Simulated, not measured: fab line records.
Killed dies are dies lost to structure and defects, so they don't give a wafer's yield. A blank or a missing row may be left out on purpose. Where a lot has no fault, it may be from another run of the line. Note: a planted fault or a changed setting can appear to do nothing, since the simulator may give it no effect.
Which tool is to blame? | flow nandHarc | 36 wafers from 13 lots sampled at 5 of the route's 1159 steps

## WHAT EACH GAUGE READ, for each wafer
NHARC_END_SORT_01.
lot  | measured     | on        | killedAtArray | killedAtOther | killedAtPeriphery | killedDies | killedOpen | killedShort
L400 | day 22 13:58 | prober-01 | 24 27         | 0 0           | 7 2               | 31 29      | 5 5        | 2 1

## WHICH TOOL RAN EACH LOT (tool, then ch and the chambers of the sampled wafers, then the start)
lot  | NHARC_A_CHANNEL_HOLE_D1_ETCH_25 | NHARC_A_CHANNEL_HOLE_D1_ETCH_26 | NHARC_A_CHANNEL_HOLE_D1_STRIP_27             | NHARC_A_CHANNEL_FILL_D1_ALD_14
L387 | harEtch-02 ch 0,1, day 8 18:40  | harEtch-02 ch 0,1, day 8 19:26  | rieDiel-05 ch 0,1,2, day 9 07:35 or earlier  | aldHk-03 ch 0,2, day 9 07:35
L388 | harEtch-01 ch 0,1, day 9 01:06  | harEtch-01 ch 0,1, day 9 01:45  | rieDiel-05 ch 2,3, day 9 14:30 or earlier    | aldHk-04 ch 1,2, day 9 14:30
L390 | harEtch-02 ch 0,1, day 9 11:08  | harEtch-02 ch 0,1, day 9 11:40  | rieDiel-09 ch 0,3, day 9 20:25 or earlier    | aldHk-03 ch 1,2, day 9 20:25
L394 | harEtch-01 ch 0,1, day 10 01:08 | harEtch-01 ch 0,1, day 10 02:02 | rieDiel-09 ch 0,3, day 10 11:13 or earlier   | aldHk-04 ch 0,3, day 10 11:13
L396 | harEtch-02 ch 0,1, day 10 10:41 | harEtch-02 ch 0,1, day 10 11:35 | rieDiel-09 ch 0,2,3, day 10 23:25 or earlier | aldHk-01 ch 1,2,3, day 10 23:25
L395 | harEtch-01 ch 0,1, day 10 15:33 | harEtch-01 ch 0,1, day 10 16:19 | rieDiel-05 ch 0,1, day 11 02:05 or earlier   | aldHk-01 ch 0,2, day 11 02:05
L400 | harEtch-01 ch 0,1, day 11 14:35 | harEtch-01 ch 0,1, day 11 15:28 | rieDiel-05 ch 3, day 12 01:53 or earlier     | aldHk-01 ch 1,2, day 12 01:53
L399 | harEtch-02 ch 0,1, day 11 15:26 | harEtch-02 ch 0,1, day 11 16:18 | rieDiel-13 ch 0,3, day 12 01:51 or earlier   | aldHk-03 ch 0,2, day 12 01:51
L398 | harEtch-01 ch 1, day 11 18:44   | harEtch-01 ch 1, day 11 19:37   | rieDiel-05 ch 2,3, day 12 04:52 or earlier   | aldHk-01 ch 0,2, day 12 04:52
L401 | harEtch-02 ch 1, day 12 08:37   | harEtch-02 ch 1, day 12 09:22   | rieDiel-13 ch 1,3, day 12 17:52 or earlier   | aldHk-01 ch 0,3, day 12 17:52
L406 | harEtch-01 ch 0,1, day 12 19:18 | harEtch-01 ch 0,1, day 12 20:03 | rieDiel-05 ch 0,1, day 13 05:25 or earlier   | aldHk-04 ch 2,3, day 13 05:25
L408 | harEtch-02 ch 0,1, day 13 13:38 | harEtch-02 ch 0,1, day 13 14:17 | rieDiel-13 ch 2,3, day 13 22:38 or earlier   | aldHk-03 ch 0,1,2, day 13 22:38
L410 | harEtch-02 ch 0,1, day 14 10:23 | harEtch-02 ch 0,1, day 14 11:09 | rieDiel-13 ch 0,2,3, day 14 21:25 or earlier | aldHk-01 ch 0,1,2, day 14 21:25
- NHARC_A_CHANNEL_HOLE_D1_ETCH_25: etches the open film in C4F8/O2/Ar, time 1040.2 s, target depth 1500 nm.
- NHARC_A_CHANNEL_HOLE_D1_ETCH_26: etches the open film in C4F8/O2/Ar, time 224.1 s, target depth 300 nm.
- NHARC_A_CHANNEL_HOLE_D1_STRIP_27: strips in O2.
- NHARC_A_CHANNEL_FILL_D1_ALD_14: deposits SiO2, target thk 2.5 nm, pulse time 10 s, ald cycles 25.

## WHAT THE TOOLS THEMSELVES READ (means of the sampled wafers that have a number; where no wafer has one, the mark that the record gives instead)
NHARC_A_CHANNEL_HOLE_D1_ETCH_25.
lot  | tool       | drypumpMotorCurrentA (A) | showerheadPlenumPTorr (Torr) | throttleValvePct (%)
L387 | harEtch-02 | 6.1                      | 3.56                         | 32.232
L388 | harEtch-01 | 5.3                      | 3.68                         | 32.234
L390 | harEtch-02 | 6.1                      | 3.55                         | 32.235
L394 | harEtch-01 | 5.3                      | 3.67                         | 32.226
L396 | harEtch-02 | 5.9                      | 3.55                         | 32.243
L395 | harEtch-01 | 5.5                      | 3.73                         | 32.232
L400 | harEtch-01 | 5.4                      | 3.69                         | 32.243
L399 | harEtch-02 | 6.1                      | 3.54                         | 32.237
L398 | harEtch-01 | 5.2                      | 3.59                         | 32.242
L401 | harEtch-02 | 6.2                      | 3.54                         | 32.234
L406 | harEtch-01 | 5.3                      | 3.65                         | 32.238
L408 | harEtch-02 | 6.1                      | 3.53                         | 32.234
L410 | harEtch-02 | 6.1                      | 3.52                         | 32.237

NHARC_A_CHANNEL_HOLE_D1_ETCH_26.
lot  | tool       | biasV (V) | drypumpMotorCurrentA (A) | showerheadPlenumPTorr (Torr) | throttleValvePct (%)
L387 | harEtch-02 | 301       | 6.1                      | 3.60                         | 24.577
L388 | harEtch-01 | 302       | 5.4                      | 3.72                         | 24.576
L390 | harEtch-02 | 302       | 6.1                      | 3.60                         | 24.586
L394 | harEtch-01 | 303       | 5.4                      | 3.72                         | 24.593
L396 | harEtch-02 | 299       | 5.9                      | 3.59                         | 24.588
L395 | harEtch-01 | 299       | 5.5                      | 3.79                         | 24.598
L400 | harEtch-01 | 302       | 5.5                      | 3.75                         | 24.582
L399 | harEtch-02 | 302       | 6.1                      | 3.58                         | 24.588
L398 | harEtch-01 | 300       | 5.2                      | 3.63                         | 24.579
L401 | harEtch-02 | 302       | 6.2                      | 3.58                         | 24.578
L406 | harEtch-01 | 297       | 5.3                      | 3.70                         | 24.590
L408 | harEtch-02 | 301       | 6.1                      | 3.57                         | 24.591
L410 | harEtch-02 | 301       | 6.1                      | 3.56                         | 24.581

NHARC_A_CHANNEL_HOLE_D1_STRIP_27.
lot  | tool       | drypumpMotorCurrentA (A) | oesProductAu (a.u.) | rfVppV (V) | showerheadPlenumPTorr (Torr) | throttleValvePct (%)
L387 | rieDiel-05 | 6.0                      | 1.009               | 57.1       | 3.60                         | 17.035
L388 | rieDiel-05 | 5.5                      | 1.012               | 58.3       | 3.66                         | 17.044
L390 | rieDiel-09 | 4.8                      | 1.010               | 57.8       | 3.64                         | 17.030
L394 | rieDiel-09 | 5.0                      | 1.007               | 58.4       | 3.70                         | 17.034
L396 | rieDiel-09 | 5.1                      | 0.999               | 58.3       | 3.58                         | 17.044
L395 | rieDiel-05 | 6.2                      | 1.009               | 58.0       | 3.55                         | 17.032
L400 | rieDiel-05 | 5.5                      | 1.000               | 58.2       | 3.59                         | 17.037
L399 | rieDiel-13 | 5.9                      | 0.998               | 57.4       | 3.57                         | 17.047
L398 | rieDiel-05 | 5.5                      | 1.010               | 58.3       | 3.64                         | 17.044
L401 | rieDiel-13 | 6.7                      | 1.006               | 57.8       | 3.65                         | 17.029
L406 | rieDiel-05 | 6.2                      | 1.011               | 57.1       | 3.55                         | 17.041
L408 | rieDiel-13 | 5.6                      | 1.001               | 57.6       | 3.67                         | 17.037
L410 | rieDiel-13 | 5.5                      | 0.992               | 57.4       | 3.58                         | 17.040

NHARC_A_CHANNEL_FILL_D1_ALD_14.
lot  | tool     | heaterPowerW (W) | precursorPulseHeightRel
L387 | aldHk-03 | 498              | 1.002
L388 | aldHk-04 | 468              | 1.019
L390 | aldHk-03 | 507              | 1.011
L394 | aldHk-04 | 496              | 0.995
L396 | aldHk-01 | 463              | 1.005
L395 | aldHk-01 | 457              | 0.994
L400 | aldHk-01 | 462              | 0.998
L399 | aldHk-03 | 483              | 1.007
L398 | aldHk-01 | 464              | 1.016
L401 | aldHk-01 | 460              | 1.006
L406 | aldHk-04 | 430              | 1.007
L408 | aldHk-03 | 488              | 0.986
L410 | aldHk-01 | 447              | 1.012

## THE ANSWER, worked out from the rows above alone
Rule: usual is defined by the lots themselves. Put in order of their means at a reading, lots are off if they are a third of the lots or fewer, leave a main group of 4 or more, and stand apart from it by a gap of 3 or more times the standard deviation of the main group's means; of several such gaps the widest counts. Not used: any main group whose means are identical at the precision the tables above print for the reading. A lot without any number at a reading at which 4 lots or more have one is off too. All remaining lots with rows at the step are treated as sound. First the gauges in route order, then the tools' own readings, where a lot's mean is used as printed above. At the first step where some lot is off, the reading lying furthest off is the one used; lots without a number count as furthest.
None of the lots is off at any reading shown; this tells nothing.

## WHAT THE SIMULATOR PUT IN
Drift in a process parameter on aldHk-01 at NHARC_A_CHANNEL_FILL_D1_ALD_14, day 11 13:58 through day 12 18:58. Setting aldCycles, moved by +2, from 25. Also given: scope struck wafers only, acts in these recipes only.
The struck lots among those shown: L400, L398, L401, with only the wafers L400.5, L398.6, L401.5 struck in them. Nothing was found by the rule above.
